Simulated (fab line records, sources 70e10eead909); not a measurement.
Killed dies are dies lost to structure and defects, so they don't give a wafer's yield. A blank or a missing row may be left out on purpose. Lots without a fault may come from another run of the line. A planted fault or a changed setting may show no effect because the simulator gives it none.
fab line records | flow nand_harc
record lots=14 wafers=42 last_day=34
route steps=1302 shown A_M1@1184 A_BONDPAD@1212
lots that met no fault: from a run of the same line without faults
start_h: hours from the record's first day to the start of the lot's first wafer shown | wait_h: hours since the lot's step before | " the same as in the row above | L1.1+2: a row that stands for several wafers | - no value, or no start given | * or withheld: withheld | < > ~ a bound
route shown NAME@n: a module of which the file shows steps, and the number in the route of the first | usual: mean/standard deviation of fault-free wafers | same: alike in all rows | chamber/n: place in a boat | sites: the reading at each site | _std_site: their standard deviation | _edge_site: outer sites' mean less inner sites' | radius_mm: how far each site lies from the wafer's centre | mask NAME#n: copy n | behind: the tool/chamber that last shaped the wafer | hold: why the lot was held/for how many hours/how that ended | device: the transistor (n, p or np) that didn't switch | end of line: the same wafers' tests at the end of the route | a step without rows: its recipe alone | killed: dies lost to structure and defects at the first sort, not the wafer's yield | map: a wafer's dies, x killed, . not, _ none there
set.NAME: the setting as run; set.NAME@STEP: as run at that earlier step | model.NAME: the simulator's own value behind a step, which no gauge read
steps of the route over a sample of lots; a table a step, a row a wafer
services: from which hour (start_h, from the record's first day; less than 0 if before it) a tool's chamber was out of use, for how many hours, and why
## steps
# step NHARC_A_M1_ETCH_15
# recipe target_depth_a=1825 time_s=91.2 c4f8_flow_sccm=withheld ar_flow_sccm=400 rf_w=600 bias_w=300 chemistry=C4F8/Ar
# usual oes_product_au=0.954/0.021 rf_vpp_V=440.9/2.7
# columns lot.wafer tool chamber start_h wait_h oes_product_au rf_hours_counter_h rf_vpp_V
L425.2 rie_diel-10 0 - - 0.925 5.4 442.6
L425.3 " 2 " " 0.913 6.5 436.2
L425.6 " 3 " " 0.912 - 442.5
L428.4 rie_diel-12 0 - - 0.928 5.8 438.8
L428.5 " 0 " " 0.937 - 438.1
L428.6 " 1 " " 0.921 - 443.6
L427.3 rie_diel-10 0 - - 0.947 5.5 441.7
L427.4 " 1 " " 0.954 7.0 442.3
L427.2 " 3 " " 0.949 5.8 443.1
L429.1 rie_diel-05 1 - - 0.952 5.4 443.3
L429.3 " 2 " " 0.968 5.8 443.7
L429.2 " 0 " " 0.970 5.2 437.8
L434.4 rie_diel-10 2 - - 0.947 0.2 438.7
L434.2 " 0 " " 0.983 0.2 441.1
L434.5 " 2 " " 0.961 - 438.4
L433.1 rie_diel-05 0 - - 0.929 0.9 438.1
L433.2 " 2 " " 0.913 1.3 443.5
L433.5 " 1 " " 0.930 - 443.3
L440.1 rie_diel-10 2 - - 0.950 3.9 437.6
L440.2 " 0 " " 0.968 3.4 441.4
L440.6 " 2 " " 0.955 - 439.0
L441.3 rie_diel-10 2 - - 0.947 4.2 437.9
L441.2 " 3 " " 0.961 4.0 445.1
L441.5 " 1 " " 0.978 - 441.2
L442.3 rie_diel-12 0 - - 0.974 2.7 437.3
L442.4 " 1 " " 0.967 3.4 443.1
L442.6 " 1 " " 0.963 - 443.7
L439.3 rie_diel-10 1 - - 0.974 4.3 444.5
L439.4 " 3 " " 0.994 4.1 444.1
L439.6 " 1 " " 0.972 - 442.3
L444.4 rie_diel-12 1 - - 0.964 4.5 442.5
L444.6 " 3 " " 0.970 - 438.4
L444.5 " 0 " " 0.953 - 436.1
L443.4 rie_diel-10 2 - - 0.928 5.7 437.9
L443.6 " 3 " " 0.937 - 445.3
L443.5 " 0 " " 0.928 - 440.6
L445.4 rie_diel-12 2 - - 0.968 8.8 440.4
L445.2 " 3 " " 0.984 7.9 437.4
L445.1 " 0 " " 0.975 7.8 437.3
L447.3 rie_diel-10 2 - - 0.951 8.0 436.9
L447.2 " 0 " " 0.983 8.2 442.3
L447.5 " 2 " " 0.952 - 437.6
# step NHARC_A_BONDPAD_EXPOSE_06
# recipe na=0.55 dose_mj=36.99 mask_id=A_BPAD
# usual exposure_dose_mJ_cm2=36.95/0.048 focus_offset_nm=0.0/0.51
# columns lot.wafer tool chamber start_h wait_h mask exposure_dose_mJ_cm2 focus_offset_nm
L425.2 krf_scanner-03 0 553.04 - A_BPAD#0 36.90 0.2
L425.3 " 0 " " A_BPAD#0 36.95 0.0
L425.6 " 0 " " A_BPAD#0 37.00 0.8
L428.4 krf_scanner-04 0 558.19 - A_BPAD#0 36.95 -1.2
L428.5 " 0 " " A_BPAD#0 36.97 -0.7
L428.6 " 0 " " A_BPAD#0 36.97 0.0
L427.2 krf_scanner-03 0 560.16 - A_BPAD#0 36.90 0.0
L427.3 " 0 " " A_BPAD#0 36.92 0.4
L427.4 " 0 " " A_BPAD#0 36.90 -0.3
L429.1 krf_scanner-03 0 585.19 - A_BPAD#0 36.94 0.4
L429.2 " 0 " " A_BPAD#0 36.95 -0.1
L429.3 " 0 " " A_BPAD#0 36.99 0.5
L434.2 krf_scanner-02 - 617.01 - A_BPAD#0 - -
L434.4 " - " " A_BPAD#0 - -
L434.5 " - " " A_BPAD#0 - -
L433.1 krf_scanner-02 - 622.46 - A_BPAD#0 - -
L433.2 " - " " A_BPAD#0 - -
L433.5 " - " " A_BPAD#0 - -
L440.1 krf_scanner-02 0 690.85 - A_BPAD#0 36.90 0.0
L440.2 " 0 " " A_BPAD#0 36.92 -0.8
L440.6 " 0 " " A_BPAD#0 36.95 0.0
L441.2 krf_scanner-03 0 696.58 - A_BPAD#0 36.90 0.1
L441.3 " 0 " " A_BPAD#0 36.96 -0.7
L441.5 " 0 " " A_BPAD#0 36.93 -0.1
L442.3 krf_scanner-02 0 697.41 - A_BPAD#0 36.95 -0.2
L442.4 " 0 " " A_BPAD#0 36.97 0.8
L442.6 " 0 " " A_BPAD#0 36.95 0.5
L439.3 krf_scanner-03 0 698.40 - A_BPAD#0 36.86 0.9
L439.4 " 0 " " A_BPAD#0 36.92 0.0
L439.6 " 0 " " A_BPAD#0 36.91 -0.4
L444.4 krf_scanner-03 0 719.68 - A_BPAD#0 36.91 -0.4
L444.5 " 0 " " A_BPAD#0 36.88 0.0
L444.6 " 0 " " A_BPAD#0 36.91 0.2
L443.4 krf_scanner-03 0 730.41 - A_BPAD#0 36.97 0.5
L443.5 " 0 " " A_BPAD#0 36.89 1.1
L443.6 " 0 " " A_BPAD#0 36.92 0.2
L445.1 krf_scanner-03 0 770.73 - A_BPAD#0 36.93 -0.1
L445.2 " 0 " " A_BPAD#0 36.94 -0.1
L445.4 " 0 " " A_BPAD#0 36.91 0.8
L447.2 krf_scanner-03 0 773.85 - A_BPAD#0 36.85 0.2
L447.3 " 0 " " A_BPAD#0 36.90 0.0
L447.5 " 0 " " A_BPAD#0 36.82 -0.3
# step NHARC_A_BONDPAD_ETCH_34
# recipe target_depth_a=600 overetch_a=180 time_s=65.91 ion_energy_ev=200 n2_flow_sccm=150 h2_flow_sccm=150 ar_flow_sccm=0 rf_w=400 bias_w=150 chemistry=N2/H2
# usual drypump_motor_current_A=5.63/0.28 oes_product_au=1.000/0.0073 rf_vpp_V=429.3/2.2 showerhead_plenum_p_Torr=2.00/0.071 throttle_valve_pct=14.171/0.0088
# columns lot.wafer tool chamber start_h wait_h drypump_motor_current_A oes_product_au rf_hours_counter_h rf_vpp_V showerhead_plenum_p_Torr throttle_valve_pct
L425.2 rie_diel-04 3 553.48 0.1 5.74 1.003 2 432.3 2.10 14.179
L425.3 " 1 " " 5.70 0.997 2 431.5 2.07 14.168
L425.6 " 3 " " 5.73 1.000 - 431.2 2.10 14.169
L428.4 rie_diel-08 0 558.63 0.1 5.29 1.002 0 429.4 1.99 14.177
L428.6 " 3 " " 5.36 1.002 - 429.2 1.98 14.183
L428.5 " 0 " " 5.28 0.999 - 427.9 1.99 14.171
L427.2 rie_diel-08 2 560.61 0.1 5.69 0.999 0 431.0 2.02 14.165
L427.4 " 0 " " 5.33 1.001 0 428.2 1.99 14.169
L427.3 " 1 " " 5.62 1.011 0 426.1 1.90 14.173
L429.3 rie_diel-13 1 585.65 0.1 5.62 1.002 22 429.1 1.95 14.169
L429.2 " 2 " " 6.27 1.008 22 431.3 2.08 14.172
L429.1 " 3 " " 6.25 0.998 11 432.6 2.09 14.161
L434.4 rie_diel-08 3 617.45 0.1 5.36 0.988 2 428.2 1.98 14.171
L434.2 " 1 " " 5.62 0.997 1 426.2 1.90 14.159
L434.5 " 3 " " 5.37 0.991 - 429.5 1.98 14.160
L433.2 rie_diel-08 1 622.94 0.1 5.59 1.000 1 427.8 1.90 14.182
L433.1 " 3 " " 5.36 0.998 2 430.0 1.98 14.165
L433.5 " 1 " " 5.59 0.998 - 425.5 1.90 14.161
L440.2 rie_diel-04 2 691.30 0.1 6.21 0.997 18 426.5 1.91 14.175
L440.1 " 3 " " 5.75 0.995 22 432.6 2.09 14.158
L440.6 " 2 " " 6.21 0.993 - 426.4 1.91 14.177
L441.3 rie_diel-08 1 697.04 0.1 5.62 1.012 3 425.0 1.90 14.168
L441.2 " 2 " " 5.69 1.000 3 430.0 2.02 14.163
L441.5 " 3 " " 5.38 1.002 - 428.4 1.98 14.152
L442.4 rie_diel-08 1 697.86 0.1 5.63 1.006 3 425.9 1.90 14.172
L442.3 " 2 " " 5.70 1.010 3 430.2 2.02 14.169
L442.6 " 1 " " 5.64 0.993 - 426.9 1.90 14.173
L439.3 rie_diel-08 0 698.83 0.1 5.27 1.002 4 428.9 1.99 14.165
L439.4 " 3 " " 5.38 1.000 5 428.3 1.98 14.161
L439.6 " 1 " " 5.61 0.997 - 426.9 1.90 14.164
L444.4 rie_diel-04 1 720.13 0.1 5.67 1.006 0 431.0 2.06 14.169
L444.5 " 3 " " 5.77 1.009 - 432.9 2.09 14.168
L444.6 " 0 " " 5.82 1.005 - 429.7 1.96 14.168
L443.4 rie_diel-13 2 730.87 0.1 6.25 0.985 7 431.3 2.06 14.164
L443.5 " 3 " " 6.27 1.002 - 432.6 2.08 14.157
L443.6 " 0 " " 5.44 1.011 - 433.8 2.17 14.166
L445.4 rie_diel-08 2 771.18 0.1 5.67 1.006 1 429.6 2.02 14.149
L445.1 " 3 " " 5.36 0.994 1 427.1 1.98 14.184
L445.2 " 1 " " 5.63 0.984 1 425.5 1.90 14.173
L447.2 rie_diel-04 1 774.33 0.1 5.69 0.993 6 432.6 2.06 14.180
L447.3 " 3 " " 5.75 0.999 8 432.5 2.08 14.177
L447.5 " 2 " " 6.24 1.001 - 427.4 1.90 14.171
# step NHARC_A_BONDPAD_PVD_17
# recipe target_thk_a=50 bias_v=168.6 power_w=15000 chamber_pressure_pa=0.12 time_s=8.06 substrate_temp_c=50 material=TaN
# usual throttle_valve_pct=29.9/0.92
# columns lot.wafer tool chamber start_h wait_h throttle_valve_pct
L425.3 pvd_sputter-02 - - - 30.1
L425.2 " - " " 31.2
L425.6 " - " " 31.1
L428.4 pvd_sputter-01 - - - 28.7
L428.5 " - " " 29.0
L428.6 " - " " 29.0
L427.3 pvd_sputter-01 - - - 29.0
L427.2 " - " " 30.4
L427.4 " - " " 29.4
L429.2 pvd_sputter-02 - - - 29.6
L429.1 " - " " 29.7
L429.3 " - " " 31.3
L434.4 pvd_sputter-02 - - - 29.6
L434.2 " - " " 29.9
L434.5 " - " " 29.6
L433.1 pvd_sputter-03 - - - 31.6
L433.2 " - " " 30.1
L433.5 " - " " 29.8
L440.2 pvd_sputter-03 - - - 31.4
L440.1 " - " " 30.1
L440.6 " - " " 29.4
L441.3 pvd_sputter-03 - - - 29.4
L441.2 " - " " 29.9
L441.5 " - " " 29.2
L442.3 pvd_sputter-02 - - - 30.3
L442.4 " - " " 30.9
L442.6 " - " " 30.3
L439.4 pvd_sputter-03 - - - 31.5
L439.3 " - " " 29.1
L439.6 " - " " 29.7
L444.4 pvd_sputter-02 - - - 30.1
L444.5 " - " " 29.7
L444.6 " - " " 30.1
L443.4 pvd_sputter-02 - - - 31.1
L443.5 " - " " 30.3
L443.6 " - " " 30.4
L445.4 pvd_sputter-01 - - - 29.6
L445.2 " - " " 28.8
L445.1 " - " " 30.8
L447.3 pvd_sputter-02 - - - 29.8
L447.2 " - " " 30.8
L447.5 " - " " 30.3
## services
# columns tool chamber start_h hours kind
rie_diel-08 1 531.43 16.2 repair
rie_diel-04 - 532.65 9.0 pm
rie_diel-08 - 544.80 9.0 pm
pvd_sputter-03 - 552.72 10.0 pm
pvd_sputter-02 - 555.69 6.9 repair
krf_scanner-03 - 568.00 4.0 pm
pvd_sputter-03 - 579.53 1.3 repair
rie_diel-08 - 592.77 2.5 repair
rie_diel-08 2 596.07 8.9 repair
rie_diel-10 - 596.53 9.0 pm
pvd_sputter-02 - 597.37 1.4 repair
krf_scanner-03 - 598.35 0.4 repair
krf_scanner-02 - 610.00 4.0 pm
rie_diel-08 2 621.34 4.0 repair
pvd_sputter-02 - 638.00 10.0 pm
pvd_sputter-02 - 658.37 5.7 repair
rie_diel-08 1 681.08 14.5 repair
rie_diel-10 1 694.09 1.6 repair
rie_diel-08 - 721.80 9.0 pm
pvd_sputter-02 - 724.06 2.2 repair
krf_scanner-03 - 740.00 4.0 pm
rie_diel-08 0 742.08 6.3 repair
pvd_sputter-02 - 768.20 2.4 repair
rie_diel-10 - 773.53 9.0 pm
## key
first_sign step=NHARC_A_BONDPAD_EXPOSE_06 reading=tool_record direction=missing
effect none on later readings
met_at NHARC_A_BONDPAD_EXPOSE_06
struck_lots L433,L434
later_rows_left_out L433.1,L433.2,L433.5,L434.2,L434.4,L434.5
sort_left_out L433.1,L433.2,L433.5,L434.2,L434.4,L434.5
not_acting_at NHARC_A_M1_ETCH_15,NHARC_A_BONDPAD_ETCH_34,NHARC_A_BONDPAD_PVD_17
earlier_fault kind=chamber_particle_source tool=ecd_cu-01 chamber=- onset_h=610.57 steps=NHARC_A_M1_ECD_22 rate_per_visit_cm2=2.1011
fault kind=skipped_step_whole tool=krf_scanner-02 chamber=- onset_h=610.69 steps=NHARC_A_BONDPAD_EXPOSE_06 scope=struck_lots_only
# sort_left_out: the simulated sort isn't trusted on such a fault, so these wafers' sort isn't shown, and their yield isn't known
# later_rows_left_out: the simulator's readings of these wafers behind a module that went badly wrong aren't trusted and aren't shown, but for the sort
